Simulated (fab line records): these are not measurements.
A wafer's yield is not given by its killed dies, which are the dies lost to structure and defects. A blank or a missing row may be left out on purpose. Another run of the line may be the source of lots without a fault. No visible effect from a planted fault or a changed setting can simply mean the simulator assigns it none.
Lot-split experiment -- flow n5_finfet -- 21 wafers read from 7 lots, route of 1938 steps

## ABOUT THE SPLIT
At N5_BEOL_M8_EXPOSE_08 (exposes mask M8), the setting dose_mj was moved away from the recipe's 68.25 on 7 of the 21 wafers read, by -4.5% to +6.4%. This setting was run at the recipe's value on the other wafers.

## FROM THE SPLIT TO THE READING: what the file shows between them, 14 steps
- N5_BEOL_M8_PEB_09: peb time 60 s
- N5_BEOL_M8_DEVELOP_10: develop time 30 s
- N5_BEOL_M8_CD_MEAS_11: target cd 38.5 nm
- N5_BEOL_M8_DESCUM_16: chemistry O2, time 7.9 s (also split here: time_s)
- N5_BEOL_M8_ETCH_61: etches SiARC in CF4, target depth 45.5 nm, time 75.8 s
- N5_BEOL_M8_ETCH_62: etches SOC in N2/H2, target depth 110 nm, overetch 22 nm, time 165 s
- N5_BEOL_M8_STRIP_68: strips in N2/H2
- N5_BEOL_M8_HM_OPEN_17: chemistry Cl2/BCl3, target TiN, target depth 20 nm, overetch 6 nm
- N5_BEOL_M8_STRIP_19: strips in O2
- N5_BEOL_M8_CD_MEAS_18: pitch 80 nm, target cd 40 nm
- N5_BEOL_M8_COAT_63: time 60 s, resist thk 60 nm
- N5_BEOL_M8_COAT_64: time 60 s, resist thk 12 nm
- N5_BEOL_M8_PRECLEAN_42: cleans in residue remover, time 60 s
- N5_BEOL_M8_SRD_43: time 30 s

## THE READING
Shown in nm: cd_nm at N5_BEOL_M8_CD_MEAS_35, with target cd 40 nm. A value of 40.4 nm with a standard deviation of 0.71 nm is what fault-free wafers of this fab line usually give.

wafer,"tool, chamber at the split",dose_mj as run,against the recipe,"cd_nm, nm",against lot-mates on the recipe
L074.1,"arfi_scanner-03, 0",70.06,+2.7%,42.4,+2.9
L074.2,"arfi_scanner-03, 0",68.25,recipe,40.2,-
L074.5,"arfi_scanner-03, 0",68.25,recipe,38.9,-
L081.1,"arfi_scanner-03, 0",68.25,recipe,39.8,-
L081.5,"arfi_scanner-03, 0",68.25,recipe,40.1,-
L081.6,"arfi_scanner-03, 0",68.25,recipe,40.3,-
L089.3,"arfi_scanner-03, 0",72.6,+6.4%,43.5,+3.2
L089.5,"arfi_scanner-03, 0",68.25,recipe,39.8,-
L089.6,"arfi_scanner-03, 0",68.25,recipe,40.8,-
L090.1,"arfi_scanner-03, 0",68.25,recipe,41.0,-
L090.2,"arfi_scanner-03, 0",68.25,recipe,40.9,-
L090.4,"arfi_scanner-03, 0",68.25,recipe,40.9,-
L091.2,"arfi_scanner-03, 0",68.25,recipe,39.5,-
L091.3,"arfi_scanner-03, 0",72.22,+5.8%,43.0,+3.5
L091.4,"arfi_scanner-03, 0",72.22,+5.8%,42.2,+2.7
L093.1,"arfi_scanner-03, 0",65.17,-4.5%,38.5,-2.4
L093.3,"arfi_scanner-03, 0",65.17,-4.5%,37.7,-3.2
L093.4,"arfi_scanner-03, 0",68.25,recipe,40.9,-
L096.2,"arfi_scanner-01, 0",68.25,recipe,39.7,-
L096.3,"arfi_scanner-01, 0",72.4,+6.1%,43.1,+3.6
L096.5,"arfi_scanner-01, 0",68.25,recipe,39.2,-

THE FIT
A straight line over all 21 wafers: cd_nm changes by +0.474 nm for each +1% of dose_mj; r = +0.91; the points scatter about the line by 0.65 nm.
The same after taking each lot's own level away (the mean of its wafers on the recipe; 21 wafers): +0.577 nm for each +1%; r = +0.96; scatter 0.48 nm.
Per that fit: largest dose_mj move, reading shift of 3.7 nm.
From 39.45 to 40.93 nm: that is the span of the lots' own levels, equal to 2.1 times the standard deviation above.
In other words, the slope is changed by the lot-to-lot level; the two fits disagree.
Check: for one of the wafers moved furthest among these (+6.4%), held out of the fit, the line's prediction against its lot-mates is +3.82 nm. It came out at +3.2 nm against them.

## OTHER SPLITS ON THESE WAFERS
Before the reading, these wafers also passed through other splits. Each is held against what the fit with the lots' levels taken away leaves over:
other split on the same wafers,wafers away from the commonest value,r with cd_nm (lot level and that fit taken away)
N5_BEOL_M7_ETCH_66 time_s,10,-0.33
N5_BEOL_M7_TRENCH_ETCH_37 source_w,4,-0.28
N5_BEOL_M8_DESCUM_16 time_s,5,+0.14

## THE WHOLE CHAIN: every reading that the file lists as answering this split, in the file's order
step,what it does,reading,change (the file's fit),r (the file's)
N5_BEOL_M8_CD_MEAS_11,target cd 38.5 nm,cd_nm,+0.506 nm for each +1% of the setting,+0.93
N5_BEOL_M8_ETCH_61,"etches SiARC in CF4, target depth 45.5 nm, time 75.8 s","BEOL_M8.cd_offset_nm (the simulator's own value, which no gauge read)",+0.542 nm for each +1% of the setting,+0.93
N5_BEOL_M8_CD_MEAS_18,"pitch 80 nm, target cd 40 nm",cd_nm,+0.606 nm for each +1% of the setting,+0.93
N5_BEOL_M8_CD_MEAS_35,target cd 40 nm,cd_nm,+0.586 nm for each +1% of the setting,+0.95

## THE FILE'S OWN FIT
cd_nm changes by +0.586 nm for each +1% of dose_mj, r = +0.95.
